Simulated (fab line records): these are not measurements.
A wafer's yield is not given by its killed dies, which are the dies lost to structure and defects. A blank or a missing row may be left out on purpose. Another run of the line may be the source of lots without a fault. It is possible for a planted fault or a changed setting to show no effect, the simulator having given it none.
A struck lot beside a sound one :: flow nandHarc :: 14 steps out of a route of 1159
Sound: wafers L351.2, L351.4, L351.5. Struck: wafer L341.4 (left out: L341.1, L341.6 of the same lot, which were not struck); the cause appears at the end.
Each step with rows lists, per side, the tool, then ch with its chambers, then its first start. Under that, the readings that differ: sound wafers :: struck wafers :: difference of the means :: sigmas: that difference in standard deviations of wafers without a fault.
alike: a reading whose means differ by less than 2 such deviations, as well as words and numbers matching on both sides. not compared: withheld readings; readings where some wafer has no value; bounds like >300 that might hide an equal value; numbers whose values overlap and for which the record gives no deviation.
Wherever a step has rows on one side only, a row that says differs or no value, or a row with sigmas, the two part there. Numbers that have no deviation but don't overlap get no sigmas and don't part them. Lack of a reading on every wafer of one side parts them only where that side has two or more wafers.

NHARC_A_WL_FILL_CVD_03: deposits W, target thk 40 nm, time 3302 s.
  sound on cvdW-01 ch 0,1, day 20 04:29; struck on cvdW-02 ch 1, day 18 08:18
  alike: heaterPowerW, throttleValvePct
then, 1 step without rows for these wafers: NHARC_A_WL_FILL_ETCHBACK_04 (etches the open film in NF3, target depth 60 nm, time 120 s).
NHARC_A_WL_FILL_ETCHBACK_05: etches the open film in Cl2/BCl3, target depth 22 nm, time 60 s.
  sound on rieMetal-01 ch 0,1, day 20 08:04; struck on rieMetal-01 ch 0, day 18 11:24
  alike: drypumpMotorCurrentA, oesProductAu
  not compared: rfHoursCounterH
NHARC_A_WL_FILL_STRIP_27: strips in N2/H2, time 20 s.
  sound on plasmaAsher-01 ch 1, day 20 08:13; struck on plasmaAsher-01 ch 0, day 18 11:33
reading: heaterPowerW (W)
sound: 306 314 307
struck: 384
difference: +75
sigmas: +4
  alike: drypumpMotorCurrentA
  not compared: rfHoursCounterH
then, 4 steps without rows for these wafers: NHARC_A_WL_FILL_STRIP_28 (strips in post etch residue remover, time 1200 s); NHARC_A_WL_FILL_PRECLEAN_06 (cleans in DIW, time 300 s); NHARC_A_WL_FILL_SRD_07; NHARC_A_WL_FILL_ANNEAL_08 (time 1800 s).
NHARC_A_WL_FILL_ALD_10: deposits SiO2, target thk 50 nm, pulse time 10 s, ald cycles 500.
  sound on aldHk-04 ch 1,2, day 20 11:08; struck on aldHk-01 ch 1, day 18 19:50
  alike: heaterPowerW, precursorPulseHeightRel
NHARC_A_WL_FILL_ETCHBACK_16: etches the open film in C4F8/O2/Ar, target depth 88 nm, time 17.6 s.
  sound: rieDiel-12 ch 0,3; struck: rieDiel-12 ch 1
  alike: oesProductAu, rfVppV
  not compared: rfHoursCounterH
then, 1 step without rows for these wafers: NHARC_A_WL_FILL_STRIP_29 (strips in O2, time 20 s).
NHARC_A_WL_FILL_ETCHBACK_17: etches the open film in Cl2/BCl3, target depth 4 nm, time 26.7 s.
  sound on rieMetal-03 ch 0,1, day 20 16:00; struck on rieMetal-02 ch 0, day 19 00:43
reading: oesProductAu (a.u.)
sound: 0.988 0.998 0.986
struck: 1.239
difference: +0.248
sigmas: +17
  alike: drypumpMotorCurrentA
  not compared: rfHoursCounterH
then, 1 step without rows for these wafers: NHARC_A_WL_FILL_PRECLEAN_18 (cleans in dHF, time 30 s).
NHARC_END_SORT_01:
  the record has rows for the sound wafers here (prober-01 ch 0, day 24 05:49) and none for the struck ones

== WHERE THEY PART ==
At NHARC_A_WL_FILL_STRIP_27 first; at NHARC_END_SORT_01 last (within this record only).

WHY: whatever the simulator had introduced
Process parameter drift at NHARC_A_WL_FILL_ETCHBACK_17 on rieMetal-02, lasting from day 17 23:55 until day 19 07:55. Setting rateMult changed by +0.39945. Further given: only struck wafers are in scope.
